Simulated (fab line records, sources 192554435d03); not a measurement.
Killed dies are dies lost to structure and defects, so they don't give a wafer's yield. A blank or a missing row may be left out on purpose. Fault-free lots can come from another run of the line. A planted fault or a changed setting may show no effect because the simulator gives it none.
fab line records ; flow n5_finfet
record: lots: 10; wafers: 30; last_day: 19
route steps=1938 shown BEOL_M4@1071 PASSIVATION@1936
lots with no fault: from the same line, run without faults
start_h: hours from the record's first day to the start of the lot's first wafer shown ; wait_h: hours from the lot's prior step to this one ; " same as the row above ; L1.1+2: a row that stands for several wafers ; - no value present, or no start provided ; * or withheld: withheld ; < > ~ a bound
route shown NAME@n: names a module that has steps shown in the file, with the first one's number in the route ; usual: the fault-free wafers' mean and standard deviation ; same: alike in all rows ; chamber/n: place in a boat ; sites: readings site by site ; _std_site: how widely they spread, as a standard deviation ; _edge_site: mean of outer sites minus mean of inner sites ; radius_mm: for every site, how far away it sits from the centre of the wafer ; mask NAME#n: copy n ; behind: the most recent tool/chamber to have shaped the wafer ; hold: reason for holding the lot/hours on hold/outcome of the hold ; device: the n, p or np transistor that did not switch ; end of line: at the end of the route, the tests of the same wafers ; where a step has no rows: the recipe by itself ; killed: dies that structure and defects cost at the first sort, which is not the same as the wafer's yield ; map: a wafer's dies, x killed, . not, _ none there
set.NAME: the setting as run; set.NAME@STEP: as run at that earlier step ; model.NAME: the simulator's own value behind a step, which no gauge read
steps of the route over a sample of lots; a table a step, a row a wafer
services: a tool's chamber out of use, with start hour (start_h, from the record's first day; less than 0 if before it), hours out, and reason
== steps ==
step: N5_BEOL_M4_ETCH_41
recipe: chemistry: CH3F/O2; target: SiCN; target_depth_a: 299; taper_deg: 2; time_s: 52.5; ion_energy_ev: 120; mask_material: TiN; pressure_mtorr: 30; source_w: 395; bias_w: 75; Ar_flow_sccm: 150; CH3F_flow_sccm: 30; O2_flow_sccm: 20
usual: drypump_motor_current_A: 5.7/0.44; mfc_ar_sccm: 150.1/0.41; oes_product_au: 0.75/0.086; rf_vpp_V: 297.5/1.7; showerhead_plenum_p_Torr: 2.01/0.077; throttle_valve_pct: 16.38/0.27
lot.wafer;tool;chamber;start_h;wait_h;drypump_motor_current_A;mfc_ar_sccm;oes_product_au;rf_hours_counter_h;rf_vpp_V;showerhead_plenum_p_Torr;throttle_valve_pct
L180.1;rie_diel-02;2;-;-;6.4;150.4;0.83;80;299.2;2.11;16.26
L180.4;rie_diel-02;3;-;-;4.9;149.8;0.71;-;297.1;1.96;16.33
L180.5;rie_diel-02;2;-;-;6.3;149.9;0.82;-;298.9;2.11;16.26
L182.3;rie_diel-04;1;-;-;5.3;150.3;0.68;229;298.0;2.07;16.79
L182.5;rie_diel-04;2;-;-;6.0;150.2;0.72;-;294.6;1.91;16.30
L182.6;rie_diel-04;3;-;-;5.7;150.5;0.67;-;298.8;2.06;16.77
L183.3;rie_diel-05;0;-;-;5.6;150.7;0.68;224;295.9;1.97;16.75
L183.5;rie_diel-05;1;-;-;6.5;151.1;0.65;-;296.0;1.89;16.63
L183.6;rie_diel-05;2;-;-;5.5;150.9;0.71;-;298.2;2.05;16.19
L186.4;rie_diel-04;3;-;-;5.7;149.9;0.68;237;298.3;2.06;16.79
L186.5;rie_diel-04;1;-;-;5.3;150.7;0.69;-;297.8;2.07;16.81
L186.6;rie_diel-04;0;-;-;5.6;150.4;0.77;-;295.6;1.93;15.99
L185.1;rie_diel-02;2;-;-;6.4;150.3;0.82;93;299.3;2.11;16.27
L185.4;rie_diel-02;3;-;-;4.9;149.8;0.70;241;297.0;1.96;16.38
L185.5;rie_diel-02;2;-;-;6.4;149.8;0.81;-;299.3;2.11;16.27
L187.2;rie_diel-04;3;-;-;5.7;150.6;0.68;238;298.0;2.06;16.77
L187.5;rie_diel-04;2;-;-;6.1;150.2;0.72;-;296.0;1.90;16.31
L187.6;rie_diel-04;3;-;-;5.7;149.4;0.67;-;298.3;2.06;16.76
L188.4;rie_diel-02;0;-;-;5.8;149.5;0.93;14;299.9;2.13;15.93
L188.5;rie_diel-02;3;-;-;4.9;150.2;0.69;-;297.2;1.95;16.38
L188.6;rie_diel-02;2;-;-;6.4;149.1;0.81;-;298.4;2.11;16.30
L197.2;rie_diel-02;1;-;-;5.8;150.5;0.66;251;298.4;2.04;16.59
L197.3;rie_diel-02;2;-;-;6.4;149.6;0.79;118;298.2;2.10;16.32
L197.6;rie_diel-02;2;-;-;6.4;150.1;0.78;-;299.3;2.10;16.32
L196.1;rie_diel-04;2;-;-;6.1;150.5;0.70;244;295.4;1.89;16.34
L196.4;rie_diel-04;1;-;-;5.3;149.7;0.93;4;298.2;2.06;16.41
L196.5;rie_diel-04;1;-;-;5.3;149.8;0.95;-;298.1;2.06;16.43
L198.3;rie_diel-04;0;-;-;5.6;149.6;0.74;139;295.4;1.92;16.05
L198.4;rie_diel-04;3;-;-;5.7;150.2;0.93;9;297.5;2.05;16.42
L198.5;rie_diel-04;0;-;-;5.6;149.6;0.74;-;295.0;1.92;16.04
step: N5_BEOL_M4_ALD_84
recipe: material: TaN; target_thk_a: *; temp_c: 275; ald_precursor_family: PDMAT; ald_co_reactant: NH3; pressure_torr: 3; carrier_flow_sccm: 1500; pulse_time_s: 2; purge_time_s: 3; co_reactant_purge_time_s: 2; co_reactant_pulse_time_s: 3; ald_cycles: 30; precursor_vessel_temp_c: 75; precursor_vessel_pressure_torr: 26.25; precursor_vessel_carrier_sccm: 1000
usual: heater_power_outer_w: 227/16; heater_power_w: 417/36
lot.wafer;tool;chamber;start_h;wait_h;heater_power_outer_w;heater_power_w
L180.1;ald_metal-03;2;219.51;0.0;229;420
L180.4;ald_metal-03;1;219.51;0.0;222;414
L180.5;ald_metal-03;1;219.51;0.0;219;391
L182.3;ald_metal-04;0;233.03;0.1;221;408
L182.5;ald_metal-04;3;233.03;0.1;246;441
L182.6;ald_metal-04;0;233.03;0.1;226;413
L183.3;ald_metal-03;2;233.18;0.1;220;412
L183.5;ald_metal-03;0;233.18;0.1;232;431
L183.6;ald_metal-03;1;233.18;0.1;219;415
L186.4;ald_metal-01;1;249.76;0.3;192;335
L186.5;ald_metal-01;0;249.76;0.3;247;484
L186.6;ald_metal-01;1;249.76;0.3;184;325
L185.1;ald_metal-01;3;253.92;0.0;213;409
L185.4;ald_metal-01;2;253.92;0.0;238;414
L185.5;ald_metal-01;0;253.92;0.0;242;478
L187.2;ald_metal-04;0;254.09;0.1;224;414
L187.5;ald_metal-04;3;254.09;0.1;244;443
L187.6;ald_metal-04;2;254.09;0.1;226;395
L188.4;ald_metal-03;1;266.62;0.2;221;404
L188.5;ald_metal-03;1;266.62;0.2;216;398
L188.6;ald_metal-03;0;266.62;0.2;232;431
L197.2;ald_metal-03;2;314.80;0.1;223;431
L197.3;ald_metal-03;0;314.80;0.1;235;430
L197.6;ald_metal-03;2;314.80;0.1;228;418
L196.1;ald_metal-04;3;322.79;0.0;248;447
L196.4;ald_metal-04;2;322.79;0.0;224;400
L196.5;ald_metal-04;1;322.79;0.0;246;467
L198.3;ald_metal-03;0;324.43;0.0;235;415
L198.4;ald_metal-03;1;324.43;0.0;225;416
L198.5;ald_metal-03;1;324.43;0.0;223;406
step: N5_BEOL_M4_SPUTTER_90
recipe: material: Cu; target_thk_a: 45; temp_c: -20; chamber_pressure_pa: 0.07; power_w: withheld; time_s: 8.29
usual: chamber_pressure_pa: 0.07001/0.00015; chuck_gas_flow_sccm: 1.26/0.057; throttle_valve_pct: 30.2/1
lot.wafer;tool;chamber;start_h;wait_h;chamber_pressure_pa;chuck_gas_flow_sccm;throttle_valve_pct
L180.1;pvd_sputter-01;-;221.13;0.1;0.06995;1.14;29.9
L180.4;pvd_sputter-01;-;221.13;0.1;0.07025;1.24;27.9
L180.5;pvd_sputter-01;-;221.13;0.1;0.07032;1.21;30.5
L182.3;pvd_sputter-03;-;234.96;0.1;0.07027;1.25;31.3
L182.5;pvd_sputter-03;-;234.96;0.1;0.06991;1.28;31.5
L182.6;pvd_sputter-03;-;234.96;0.1;0.07025;1.33;31.4
L183.3;pvd_sputter-01;-;236.70;0.1;0.06986;1.27;28.1
L183.5;pvd_sputter-01;-;236.70;0.1;0.07007;1.17;28.1
L183.6;pvd_sputter-01;-;236.70;0.1;0.07003;1.30;30.0
L186.4;pvd_sputter-01;-;252.71;0.1;-;-;-
L186.5;pvd_sputter-01;-;252.71;0.1;-;-;-
L186.6;pvd_sputter-01;-;252.71;0.1;-;-;-
L185.1;pvd_sputter-03;-;255.46;0.1;-;-;-
L185.4;pvd_sputter-03;-;255.46;0.1;-;-;-
L185.5;pvd_sputter-03;-;255.46;0.1;-;-;-
L187.2;pvd_sputter-02;-;255.73;0.1;-;-;-
L187.5;pvd_sputter-02;-;255.73;0.1;-;-;-
L187.6;pvd_sputter-02;-;255.73;0.1;-;-;-
L188.4;pvd_sputter-02;-;270.02;0.1;0.06997;1.18;29.7
L188.5;pvd_sputter-02;-;270.02;0.1;0.06992;1.18;30.1
L188.6;pvd_sputter-02;-;270.02;0.1;0.07028;1.18;30.2
L197.2;pvd_sputter-01;-;316.94;0.1;0.07008;1.37;29.9
L197.3;pvd_sputter-01;-;316.94;0.1;0.0699;1.18;30.5
L197.6;pvd_sputter-01;-;316.94;0.1;0.07015;1.31;30.0
L196.1;pvd_sputter-03;-;324.40;0.1;0.06999;1.21;31.3
L196.4;pvd_sputter-03;-;324.40;0.1;0.07002;1.38;29.8
L196.5;pvd_sputter-03;-;324.40;0.1;0.06995;1.16;31.4
L198.3;pvd_sputter-02;-;326.09;0.1;0.07016;1.23;29.4
L198.4;pvd_sputter-02;-;326.09;0.1;0.06992;1.29;31.8
L198.5;pvd_sputter-02;-;326.09;0.1;0.07022;1.35;29.8
step: N5_BEOL_M4_ANNEAL_91
recipe: temp_c: 400; time_s: 240; ambient: vacuum
usual: heater_power_w: 840/85
lot.wafer;tool;chamber;start_h;wait_h;heater_power_w
L180.1;pvd_sputter-01;-;221.21;0.0;826
L180.4;pvd_sputter-01;-;221.21;0.0;829
L180.5;pvd_sputter-01;-;221.21;0.0;723
L182.3;pvd_sputter-03;-;235.04;0.0;704
L182.5;pvd_sputter-03;-;235.04;0.0;791
L182.6;pvd_sputter-03;-;235.04;0.0;719
L183.3;pvd_sputter-01;-;236.78;0.0;845
L183.5;pvd_sputter-01;-;236.78;0.0;844
L183.6;pvd_sputter-01;-;236.78;0.0;829
L186.4;pvd_sputter-01;-;252.79;0.0;879
L186.5;pvd_sputter-01;-;252.79;0.0;895
L186.6;pvd_sputter-01;-;252.79;0.0;725
L185.1;pvd_sputter-03;-;255.54;0.0;792
L185.4;pvd_sputter-03;-;255.54;0.0;938
L185.5;pvd_sputter-03;-;255.54;0.0;728
L187.2;pvd_sputter-02;-;255.81;0.0;1021
L187.5;pvd_sputter-02;-;255.81;0.0;910
L187.6;pvd_sputter-02;-;255.81;0.0;865
L188.4;pvd_sputter-02;-;270.10;0.0;869
L188.5;pvd_sputter-02;-;270.10;0.0;894
L188.6;pvd_sputter-02;-;270.10;0.0;991
L197.2;pvd_sputter-01;-;317.02;0.0;825
L197.3;pvd_sputter-01;-;317.02;0.0;701
L197.6;pvd_sputter-01;-;317.02;0.0;713
L196.1;pvd_sputter-03;-;324.48;0.0;693
L196.4;pvd_sputter-03;-;324.48;0.0;941
L196.5;pvd_sputter-03;-;324.48;0.0;717
L198.3;pvd_sputter-02;-;326.17;0.0;770
L198.4;pvd_sputter-02;-;326.17;0.0;885
L198.5;pvd_sputter-02;-;326.17;0.0;752
step: N5_BEOL_M4_RC_MEAS_101
usual: DIBL_N: 36.6/1.9; DIBL_P: 36.7/2.2; IOFF_N: 0.16/0.035; IOFF_P: 0.22/0.038; ION_N: 672/14; ION_P: 462/8.3; SS_N: 71.6/0.65; SS_P: 73.5/0.72; VT_N: 250/3.5; VT_P: -250/3.1
lot.wafer;tool;chamber;start_h;wait_h;DIBL_N[mV/V];DIBL_P[mV/V];IOFF_N[nA/um];IOFF_P[nA/um];ION_N[uA/um];ION_P[uA/um];SS_N[mV/dec];SS_P[mV/dec];VT_N[mV];VT_P[mV]
L180.1;prober-02;0;222.91;0.0;35.6;35.6;0.12;0.20;653;462;71.6;72.9;255;-250
L180.4;prober-02;0;222.91;0.0;37.4;37.6;0.16;0.22;651;448;72.3;73.5;252;-251
L180.5;prober-02;0;222.91;0.0;34.8;36.4;0.13;0.21;661;462;70.8;73.2;253;-248
L182.3;prober-01;0;237.16;0.3;35.9;35.8;0.14;0.16;675;454;71.9;73.2;254;-256
L182.5;prober-01;0;237.16;0.3;37.0;38.1;0.17;0.21;661;455;71.1;74.0;250;-252
L182.6;prober-01;0;237.16;0.3;38.1;38.4;0.18;0.22;685;465;72.2;74.1;250;-254
L183.3;prober-01;0;238.77;0.3;36.2;36.5;0.14;0.21;674;459;71.4;73.3;256;-252
L183.5;prober-01;0;238.77;0.3;36.9;37.1;0.16;0.23;673;467;71.7;74.2;251;-245
L183.6;prober-01;0;238.77;0.3;35.3;35.5;0.13;0.20;674;465;71.0;73.5;251;-250
L186.4;prober-01;0;254.94;0.5;32.7;34.8;0.12;0.18;655;459;70.9;72.7;252;-252
L186.5;prober-01;0;254.94;0.5;36.4;38.2;0.18;0.23;670;466;72.2;73.1;249;-249
L186.6;prober-01;0;254.94;0.5;33.4;34.6;0.12;0.18;665;460;71.6;72.6;253;-252
L185.1;prober-02;0;257.28;0.0;34.1;33.4;0.13;0.17;650;448;71.7;72.8;254;-253
L185.4;prober-02;0;257.28;0.0;33.8;32.8;0.12;0.16;656;454;71.4;72.9;256;-253
L185.5;prober-02;0;257.28;0.0;33.7;32.6;0.12;0.16;642;439;71.3;72.9;258;-251
L187.2;prober-01;0;257.68;0.2;39.4;38.3;0.19;0.29;660;458;72.1;74.2;249;-245
L187.5;prober-01;0;257.68;0.2;37.4;34.6;0.15;0.22;660;462;71.8;73.2;252;-248
L187.6;prober-01;0;257.68;0.2;37.5;36.3;0.16;0.26;674;468;72.5;73.5;251;-248
L188.4;prober-01;0;272.38;0.5;35.5;35.2;0.13;0.18;650;451;71.8;73.1;252;-251
L188.5;prober-01;0;272.38;0.5;33.3;32.9;0.11;0.16;656;459;70.9;72.7;254;-254
L188.6;prober-01;0;272.38;0.5;35.3;34.6;0.14;0.18;665;452;71.5;73.1;253;-251
L197.2;prober-02;0;319.81;0.2;38.0;37.2;0.19;0.26;699;472;71.8;73.5;249;-244
L197.3;prober-02;0;319.81;0.2;39.0;39.1;0.23;0.31;682;467;71.8;74.1;245;-244
L197.6;prober-02;0;319.81;0.2;37.8;36.6;0.18;0.25;674;463;72.4;73.6;248;-245
L196.1;prober-02;0;326.31;0.0;38.1;37.1;0.19;0.25;669;458;71.4;73.8;249;-248
L196.4;prober-02;0;326.31;0.0;35.2;34.2;0.14;0.19;680;466;71.2;72.6;251;-250
L196.5;prober-02;0;326.31;0.0;35.7;34.4;0.14;0.21;678;474;71.6;73.6;249;-248
L198.3;prober-01;0;328.16;0.3;37.0;38.4;0.17;0.22;674;467;71.4;73.3;251;-250
L198.4;prober-01;0;328.16;0.3;36.8;38.0;0.17;0.24;676;459;72.2;74.1;248;-248
L198.5;prober-01;0;328.16;0.3;38.7;39.6;0.20;0.26;694;470;72.2;73.6;249;-248
step: N5_PASSIVATION_PROBE_49
usual: defect_limited_yield: 91.6/1.4; killed_at_M0_to_M3: 35/10; killed_at_M4_up: 13/4.8; killed_at_contacts: 12/7.2; killed_at_front_end: 36/12; killed_at_other: 4/3.1; killed_dies: 100/17; killed_open: 66/13; killed_short: 32/7.3; sort_bin_5_function: 5.0/0.94; sort_bin_6_memory: 3.1/0.67; sort_bin_8_speed: 0.01/0.047; sort_n_pass: 1080/17; sort_yield_pct: 91.6/1.4
same: gross_dies: 1180; killed_at_back_side: 0; sort_bin_4_leakage[%]: 0
lot.wafer;tool;chamber;start_h;wait_h;defect_limited_yield[%];killed_at_M0_to_M3;killed_at_M4_up;killed_at_contacts;killed_at_front_end;killed_at_other;killed_dies;killed_open;killed_short;sort_bin_5_function[%];sort_bin_6_memory[%];sort_bin_8_speed[%];sort_n_pass;sort_yield_pct[%]
L186.4;prober-02;-;376.90;0.2;91.0;44;19;7;23;13;106;67;32;5.1;3.5;0;1074;91.0
L186.5;prober-02;-;376.95;0.2;91.9;36;20;9;24;7;96;61;32;4.5;3.6;0;1084;91.9
L186.6;prober-02;-;377.00;0.3;89.8;38;21;10;41;10;120;78;38;6.3;3.7;0;1060;89.8
L187.2;prober-02;-;377.10;0.4;91.3;46;18;7;26;6;103;62;36;5.2;3.4;0;1077;91.3
L187.5;prober-02;-;377.25;0.5;91.1;42;21;4;37;1;105;58;40;5.6;2.8;0;1075;91.1
L187.6;prober-02;-;377.30;0.6;92.5;42;11;4;28;4;89;61;26;4.3;3.1;0;1091;92.5
L185.1;prober-01;-;389.60;0.0;91.3;37;10;13;39;4;103;61;39;4.7;3.7;0;1077;91.3
L185.4;prober-01;-;389.75;0.2;90.8;31;12;8;52;6;109;68;36;5.5;3.5;0;1071;90.8
L185.5;prober-01;-;389.80;0.2;91.5;30;31;12;26;1;100;65;29;5.1;3.3;0.17;1078;91.4
killed by level:class
L186.4 BEOL_M0_SAQP:geometric_particle:open=10 BEOL_M3:geometric_particle:open=9 FIN_SAQP:geometric_particle:open=8 BEOL_M4:interface_void_opened=7 BEOL_M2:geometric_particle:open=6 MIM_TOP_ETCH:geometric_particle:open=6 BEOL_M3:geometric_particle:short=5 MOL_CONTACT_COAG:geometric_particle:open=4
L186.5 BEOL_M2:geometric_particle:open=9 BEOL_M3:geometric_particle:open=8 MOL_CONTACT_COAG:geometric_particle:open=7 FIN_SAQP:geometric_particle:open=6 GATE_CUT:geometric_particle:short=5 BEOL_M0_SAQP:geometric_particle:open=5 BEOL_M4:geometric_particle:short=5 BEOL_M5:geometric_particle:open=5
L186.6 FIN_SAQP:geometric_particle:open=13 MOL_CONTACT_COAG:geometric_particle:open=8 BEOL_M3:geometric_particle:open=8 BEOL_M0_SAQP:geometric_particle:short=7 BEOL_M0_SAQP:geometric_particle:open=7 FIN_SAQP:geometric_particle:short=6 STI_FIN_REVEAL:geometric_particle:open=6 BEOL_M5:geometric_particle:open=6
L187.2 BEOL_M3:geometric_particle:open=14 BEOL_M0_SAQP:geometric_particle:short=13 BEOL_M0_SAQP:geometric_particle:open=10 BEOL_M4:geometric_particle:open=8 FIN_SAQP:geometric_particle:short=7 MOL_CONTACT_COAG:geometric_particle:open=6 FIN_SAQP:geometric_particle:open=5 BEOL_M4:interface_void_opened=4
L187.5 BEOL_M0_SAQP:geometric_particle:short=13 FIN_SAQP:geometric_particle:short=10 BEOL_M4:geometric_particle:open=9 BEOL_M0_SAQP:geometric_particle:open=7 BEOL_M2:geometric_particle:open=7 BEOL_M4:interface_void_opened=6 FIN_SAQP:geometric_particle:open=5 BEOL_M0:geometric_particle:open=5
L187.6 BEOL_M2:geometric_particle:open=19 ILD0:geometric_particle:short=6 BEOL_M0:geometric_particle:open=6 BEOL_M3:geometric_particle:open=6 DUMMY_GATE:geometric_particle:open=5 BEOL_M0_SAQP:geometric_particle:short=4 FIN_SAQP:geometric_particle:open=3 BEOL_M7:geometric_particle:open=3
L185.1 BEOL_M0_SAQP:geometric_particle:open=9 BEOL_M0_SAQP:geometric_particle:short=9 FIN_SAQP:geometric_particle:short=8 MOL_CONTACT_COAG:geometric_particle:open=8 BEOL_M1:geometric_particle:open=8 FIN_SAQP:geometric_particle:open=7 STI_FIN_REVEAL:geometric_particle:open=7 MOL_CONTACT_COAG:geometric_particle:short=5
L185.4 STI_FIN_REVEAL:geometric_particle:open=16 DUMMY_GATE:geometric_particle:open=9 BEOL_M1:geometric_particle:open=9 MOL_CONTACT_COAG:geometric_particle:open=8 BEOL_M0_SAQP:geometric_particle:short=7 FIN_SAQP:geometric_particle:short=5 FIN_SAQP:geometric_particle:open=5 BEOL_M4:interface_void_opened=5
L185.5 BEOL_M1:geometric_particle:open=11 MOL_CONTACT_COAG:geometric_particle:open=9 BEOL_M4:geometric_particle:open=9 DUMMY_GATE:geometric_particle:open=6 BEOL_M4:interface_void_opened=6 FIN_SAQP:geometric_particle:open=5 BEOL_M0_SAQP:geometric_particle:short=5 BEOL_M2:geometric_particle:open=5
== services ==
tool;chamber;start_h;hours;kind
rie_diel-02;0;205.33;-;clean
ald_metal-01;2;212.57;3.9;repair
ald_metal-04;1;220.16;18.0;repair
rie_diel-02;1;236.01;1.8;repair
ald_metal-03;-;238.23;6.0;pm
rie_diel-04;-;241.54;0.5;repair
rie_diel-02;-;268.92;2.8;pm
pvd_sputter-01;-;272.01;0.5;repair
ald_metal-03;-;281.16;1.4;repair
rie_diel-04;3;284.47;-;clean
rie_diel-04;3;284.47;-;consumable_replace:focus_ring
rie_diel-04;3;284.47;19.3;scheduled_down
rie_diel-04;3;284.47;19.3;vent_cycle
rie_diel-05;2;293.30;10.5;repair
rie_diel-05;-;300.33;0.8;repair
rie_diel-04;1;303.82;-;clean
rie_diel-04;1;303.82;-;consumable_replace:focus_ring
rie_diel-04;1;303.82;10.0;scheduled_down
rie_diel-04;1;303.82;10.0;vent_cycle
rie_diel-02;0;304.01;13.7;repair
ald_metal-03;-;310.46;0.6;repair
ald_metal-01;0;317.79;4.0;repair
ald_metal-04;0;325.42;3.8;repair
ald_metal-04;-;325.85;1.7;repair
== key ==
first_sign: step: N5_BEOL_M4_SPUTTER_90; reading: tool_record; direction: missing
effect none on later readings
met_at N5_BEOL_M4_SPUTTER_90
struck_lots L185,L186,L187
not_acting_at N5_BEOL_M4_ETCH_41,N5_BEOL_M4_ALD_84,N5_BEOL_M4_ANNEAL_91
onset_between 236.70 252.71
fault: kind: skipped_step_whole; tool: pvd_sputter-01,pvd_sputter-02,pvd_sputter-03; chamber: -; onset_h: 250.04; steps: N5_BEOL_M4_SPUTTER_90; scope: struck_lots_only
